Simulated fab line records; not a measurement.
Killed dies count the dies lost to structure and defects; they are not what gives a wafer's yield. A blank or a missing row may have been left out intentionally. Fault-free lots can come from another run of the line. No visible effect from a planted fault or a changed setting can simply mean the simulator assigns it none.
A lot that was struck, set against a sound lot | flow n5-finfet | 27 out of 1938 route steps
Sound: wafers L549.1, L549.2, L549.6. Struck: wafers L562.4, L562.6 (left out: L562.1, a lot-mate that was not struck); the cause follows at the end.
Order at every step that has rows: each side's tool, ch and its chambers, its first start. Under that, the readings that differ: sound wafers | struck wafers | difference of the means | sigmas: that difference in standard deviations of wafers without a fault.
alike: readings whose means differ by less than 2 such deviations, and words and numbers that are the same on both sides. not compared: withheld readings, readings that some wafer has no value for, bounds like >300 that may hide the same value, and numbers for which the record gives no deviation and whose values overlap.
A row with sigmas, a row that says differs or no value, or rows on one side alone: a step with any of these is where the two part. When numbers do not overlap yet have no deviation, they are printed without sigmas and do not part them. Lack of a reading on every wafer of one side parts them only where that side has two or more wafers.

first, 9 steps without rows for these wafers: N5_BEOL_M0_SAQP_PEB_38 (peb time 60 s); N5_BEOL_M0_SAQP_DEVELOP_39 (develop time 30 s); N5_BEOL_M0_SAQP_DESCUM_45 (chemistry O2, time 7 s); N5_BEOL_M0_SAQP_ETCH_88 (etches underlayer in N2/H2, target depth 6.5 nm, time 5.2 s); N5_BEOL_M0_SAQP_ETCH_73 (etches SiARC in CF4, target depth 19.5 nm, time 32.5 s); N5_BEOL_M0_SAQP_CUT_ETCH_46 (etches SOC in N2/H2, target depth 135 nm, overetch 27 nm, time 202.5 s); N5_BEOL_M0_SAQP_STRIP_74 (strips in N2/H2); N5_BEOL_M0_SAQP_STRIP_89 (strips in N2/H2); N5_BEOL_M0_SAQP_ALD_48 (deposits SiO2, target thk 20 nm, pulse time 1 s, co reactant pulse time 1 s).
N5_BEOL_M0_SAQP_ETCH_49: etches SiO2 in CF4/O2, target depth 37 nm.
  sound on rie-diel-03 ch 1,3, day 6 02:33; struck on rie-diel-03 ch 1,2, day 9 13:12
  reading                                       | sound             | struck      | difference | sigmas
  oes-product-au (a.u.)                         | 0.79 0.76 0.76    | 1.04 1.04   | +0.27      | +3
  model.etch.depth-nm (nm)                      | 37.39 37.65 37.74 | 61.66 60.49 | +23.48     |
  model.BEOL_M0_SAQP.feature-depth-nm (nm)      | 37.4 37.6 37.8    | 61.6 60.4   | +23.4      |
  model.SOC_of_BEOL_M0_SAQP_COAT_69.thk-nm (nm) | 70.2 70.6 70      | 57.6 58.2   | -12.4      |
  alike: bias-w, drypump-motor-current-A, rf-fwd-power-W, rf-vpp-V, showerhead-plenum-p-Torr, throttle-valve-pct
  not compared: rf-hours-counter-h
then, 10 steps without rows for these wafers: N5_BEOL_M0_SAQP_STRIP_75 (strips in CF4); N5_BEOL_M0_CUTY_COAT_50 (time 60 s, resist thk 15 nm); N5_BEOL_M0_CUTY_COAT_51 (resist thk 150 nm); N5_BEOL_M0_CUTY_EBR_52; N5_BEOL_M0_CUTY_SOFTBAKE_53 (time 60 s); N5_BEOL_M0_CUTY_EXPOSE_54 (exposes mask M0 ABLK); N5_BEOL_M0_CUTY_PEB_55 (peb time 60 s); N5_BEOL_M0_CUTY_DEVELOP_56 (develop time 30 s); N5_BEOL_M0_CUTY_DESCUM_61 (chemistry O2, time 7.9 s); N5_BEOL_M0_CUTY_ETCH_62 (etches SiARC in CF4, time 58.5 s).
N5_BEOL_M0_CUTY_ETCH_63: etches SOC in N2/H2, target depth 82.7 nm, overetch 16.5 nm, time 124 s.
  sound on rie-diel-02 ch 1,3, day 6 03:56; struck on rie-diel-06 ch 1,2, day 9 13:52
  reading                  | sound         | struck      | difference | sigmas
  model.etch.depth-nm (nm) | 70.17 70.5 70 | 57.51 58.29 | -12.32     |
  alike: bias-w, drypump-motor-current-A, oes-product-au, rf-fwd-power-W, rf-vpp-V, showerhead-plenum-p-Torr, throttle-valve-pct
  not compared: rf-hours-counter-h
then, 3 steps without rows for these wafers: N5_BEOL_M0_CUTY_STRIP_64 (strips in N2/H2); N5_BEOL_M0_ETCH_138 (etches SiCN in CH3F/O2, target depth 12 nm, time 31.6 s); N5_BEOL_M0_HM_OPEN_105 (chemistry Cl2/BCl3, target TiN, target depth 12 nm).
N5_BEOL_M0_STRIP_140: strips in CF4.
  sound on rie-diel-04 ch 1,3, day 6 09:03; struck on rie-diel-02 ch 1,2, day 9 18:32
  reading                                       | sound             | struck      | difference | sigmas
  rf-fwd-power-W (W)                            | 292.9 293.0 295.1 | 291.7 291.6 | -2.0       | -2
  model.SiO2_of_BEOL_M0_SAQP_ALD_48.thk-nm (nm) | 11 10.8 10.6      | 5.6 5.6     | -5.2       |
  alike: drypump-motor-current-A, oes-product-au, rf-vpp-V, showerhead-plenum-p-Torr, throttle-valve-pct
  not compared: rf-hours-counter-h
then, 1 step without rows for these wafers: N5_BEOL_M0_STRIP_104 (strips in N2/H2).
N5_BEOL_M4_RC_MEAS_101:
  sound on prober-01 ch 0, day 8 05:14; struck on prober-01 ch 0, day 11 11:48
  reading        | sound                | struck        | difference | sigmas
  IOFF_N (nA/um) | 0.159 0.154 0.141    | 0.185 0.231   | +0.057     | +3
  IOFF_P (nA/um) | 0.207 0.192 0.186    | 0.234 0.281   | +0.062     | +2
  ION_N (uA/um)  | 667 669 680          | 688 700       | +22        | +2
  VT_N (mV)      | 249.3 252.6 251.5    | 246.7 243.9   | -5.8       | -2
  VT_P (mV)      | -251.0 -253.4 -252.5 | -245.9 -246.2 | +6.2       | +2
  alike: DIBL_N, DIBL_P, ION_P, SS_N, SS_P

WHERE THEY PART
At N5_BEOL_M0_SAQP_ETCH_49 first; at N5_BEOL_M4_RC_MEAS_101 last (within this record only).

WHY: what had been put in by the simulator
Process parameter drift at N5_BEOL_M0_SAQP_ETCH_49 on rie-diel-03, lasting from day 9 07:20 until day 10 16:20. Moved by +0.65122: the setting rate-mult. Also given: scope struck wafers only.
